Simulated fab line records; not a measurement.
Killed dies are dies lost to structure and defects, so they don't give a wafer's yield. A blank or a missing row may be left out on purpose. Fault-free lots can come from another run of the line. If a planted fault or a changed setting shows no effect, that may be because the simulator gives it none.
2 desks looking at one fault	flow n5_finfet	what lay behind the numbers comes last; until then each desk has only its own

## AT THE TOOL OWNER'S DESK: rie_diel-06
The tool's own readings at N5_PASSIVATION_PASS_ETCH_74 (etches SiNx in CF4/O2, target depth 220 nm, time 110 s): means of the sampled wafers that have a number, for each lot that ran on this tool. Any lot whose mean is over 4 standard deviations away from the usual mean is out of limits and marked OUT; that distance is given in the brackets. Of its 8 readings 7 are shown: the one that was out of limits first, and those that lie furthest out on some lot.
Columns: A = cf4_flow_sccm at N5_PASSIVATION_PASS_ETCH_74, usual 99.9 sccm; B = oes_ar_750_au at N5_PASSIVATION_PASS_ETCH_74, usual 0.82 a.u.; C = oes_o_777_au at N5_PASSIVATION_PASS_ETCH_74, usual 0.82 a.u.; D = oes_product_au at N5_PASSIVATION_PASS_ETCH_74, usual 0.82 a.u.; E = rf_vpp_V at N5_PASSIVATION_PASS_ETCH_74, usual 243 V; F = showerhead_plenum_p_Torr at N5_PASSIVATION_PASS_ETCH_74, usual 2.25 Torr; G = throttle_valve_pct at N5_PASSIVATION_PASS_ETCH_74, usual 15.94 %
lot	first seen here	A	B	C	D	E	F	G
L310	day 13 01:25	100.2	0.79	0.80	0.79	242	2.22	15.90
L308	day 13 07:20	99.7	0.76	0.78	0.75	241	2.27	15.75
L313	day 14 08:58	99.8	0.78	0.79	0.78	242	2.22	15.93
L307	day 14 12:56	100.2	0.81	0.81	0.80	243	2.16	16.08
L322	day 16 19:32	92.4 (-24) OUT	0.84	0.89	0.80	239	2.22	15.51
L324	day 17 03:38	92.4 (-24) OUT	0.84	0.88	0.80	239	2.22	15.52
This desk finds L322, L324 out of limits, L322 being first, at day 16 19:32 (cf4_flow_sccm at N5_PASSIVATION_PASS_ETCH_74). In limits: L310, L308, L313, L307.

## THE DEFECT DESK
Lot by lot, what the route's inspections counted, given as the mean of those sampled wafers with a number. Any lot whose mean is over 4 standard deviations away from the usual mean is out of limits and marked OUT; that distance is given in the brackets.
Columns: A = raw_defect_count at N5_MIM_BOT_LITHO_INSPECT_12, usual 2.0; B = raw_defect_count at N5_PASSIVATION_INSPECT_61, usual 2.2
lot	first seen here	A	B
L310	day 12 23:47	1.7	0.7
L308	day 13 03:42	2.7	1.0
L312	day 13 19:59	3.0	4.3
L313	day 14 07:10	0.7	1.3
L307	day 14 11:22	2.7	1.0
L322	day 16 17:43	2.7	1.7
L324	day 17 00:55	0.3	1.3
L325	day 17 05:05	2.3	2.3
L327	day 18 10:14	2.7	3.0
L328	day 18 10:31	2.0	4.3
L330	day 18 16:41	3.0	3.3
Result from this desk: across the 11 lots, nothing is out of limits.

## PUT TOGETHER
On L322, L324, at day 16 19:32, an alarm was possible from the tool owner's desk.
The defect desk saw nothing out of limits.
The defect desk has L322, L324 on record, within its limits.
Every lot named ran N5_PASSIVATION_PASS_ETCH_74 on rie_diel-06.

## WHAT WAS PUT IN BY THE SIMULATOR
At N5_PASSIVATION_PASS_ETCH_74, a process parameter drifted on rie_diel-06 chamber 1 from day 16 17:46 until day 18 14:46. The setting cf4_flow_sccm was moved by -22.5, starting from 100. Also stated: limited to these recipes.
Struck lots among those shown: L322, L324.
Time in hours from fault onset to the first out-of-limits reading at each desk: the tool owner's desk, 2.
